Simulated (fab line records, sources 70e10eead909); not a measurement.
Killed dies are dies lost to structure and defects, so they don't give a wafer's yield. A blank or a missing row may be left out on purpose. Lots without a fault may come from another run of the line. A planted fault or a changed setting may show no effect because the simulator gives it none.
A struck lot beside a sound one | flow nand_harc | 17 steps out of a route of 1159
Sound: wafers L767.2, L767.5, L767.6. Struck: wafers L776.1, L776.2, L776.6. The cause comes at the end.
At each step with rows: each side's tool, then ch and its chambers, then its first start. Under that, the readings that differ: sound wafers | struck wafers | difference of the means | sigmas: that difference in standard deviations of wafers without a fault.
alike: readings whose means differ by less than 2 such deviations, and words and numbers that are the same on both sides. not compared: withheld readings, readings that some wafer has no value for, bounds like >300 that may hide the same value, and numbers for which the record gives no deviation and whose values overlap.
The two part at a step that has a row with sigmas, a row that says differs or no value, or rows on one side only. Numbers that don't overlap but have no deviation are shown without sigmas and don't part them. A reading that every wafer of one side lacks parts them only if that side has two wafers or more.

NHARC_A_WL_FILL_INSPECT_15:
  sound on defect_inspect-02, day 16 14:13; struck on defect_inspect-02, day 19 06:47
  alike: raw_defect_count
NHARC_A_CONTACT_DEP_24: deposits SiO2, target thk 500 nm.
  sound on pecvd-01 ch 1,2, day 16 14:25; struck on pecvd-01 ch 0,2, day 19 06:55
  alike: chamber_pressure_Torr, heater_power_w, showerhead_vpp_V, throttle_valve_pct
NHARC_A_CONTACT_DEP_28: deposits aC, target thk 3600 nm.
  sound on acl_dep-03 ch 0, day 16 15:34; struck on acl_dep-01 ch 0, day 19 07:28
  alike: throttle_valve_pct
NHARC_A_CONTACT_DEP_29: deposits SiON, target thk 70 nm.
  sound on pecvd-02 ch 1,2, day 16 17:28; struck on pecvd-04 ch 0,2, day 19 09:43
  alike: chamber_pressure_Torr, heater_power_w, showerhead_vpp_V
then, 7 steps without rows for these wafers: NHARC_A_CONTACT_DEHYDRATE_32 (time 120 s); NHARC_A_CONTACT_HMDS_33 (time 30 s); NHARC_A_CONTACT_COAT_34 (time 75 s); NHARC_A_CONTACT_COAT_35 (time 65 s); NHARC_A_CONTACT_COAT_36 (resist thk 90 nm); NHARC_A_CONTACT_SOFTBAKE_37 (time 55 s); NHARC_A_CONTACT_EBR_38.
NHARC_A_CONTACT_EXPOSE_39: exposes mask A CC 3.
  sound on arfi_scanner-03 ch 0, day 16 18:00; struck on arfi_scanner-03 ch 0, day 19 10:16
  reading              | sound          | struck         | difference | sigmas
  exposure_dose_mJ_cm2 | 58.7 58.8 58.7 | 43.5 43.5 43.5 | -15.2      | -27
  alike: mask
then, 2 steps without rows for these wafers: NHARC_A_CONTACT_PEB_40 (peb time 65 s); NHARC_A_CONTACT_DEVELOP_41 (develop time 35 s).
NHARC_A_CONTACT_CD_MEAS_42: target cd 200 nm.
  sound on cd_sem-03 ch 0, day 16 18:08; struck on cd_sem-02 ch 0
  reading    | sound             | struck            | difference | sigmas
  cd_nm (nm) | 198.9 199.7 199.5 | 188.3 187.8 187.3 | -11.6      | -24
  not compared: hold
NHARC_A_CONTACT_OVL_MEAS_43:
  sound on overlay-02, day 16 18:14; struck on overlay-02, day 19 11:49
  reading           | sound       | struck                                                                     | difference                   | sigmas
  hold              | - - -       | await_dispo/1.1h/release await_dispo/1.1h/release await_dispo/1.1h/release | no value on the sound wafers |
  overlay_x_nm (nm) | 0.3 0.7 1.0 | -1.2 -0.7 -0.5                                                             | -1.5                         | -2
  alike: overlay_y_nm
-- the record jumps here: 3 days lie between the struck wafers' starts before and after (it left off in module A_CONTACT and takes up again in module END, whose first step shown is number 1159 of the route) --
NHARC_END_SORT_01:
  sound on prober-02 ch 0, day 20 07:08; struck on prober-01 ch 0, day 22 21:55
  reading         | sound    | struck   | difference | sigmas
  killed_at_array | 16 25 20 | 42 40 34 | +18        | +2
  alike: killed_at_other, killed_at_periphery, killed_dies, killed_open, killed_short

WHERE THEY PART
First at NHARC_A_CONTACT_EXPOSE_39; last, within this record, at NHARC_END_SORT_01.

WHY: what the simulator had put in
Process parameter drift: arfi_scanner-03, from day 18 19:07 on, at NHARC_A_CONTACT_EXPOSE_39. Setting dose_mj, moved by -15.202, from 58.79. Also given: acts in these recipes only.
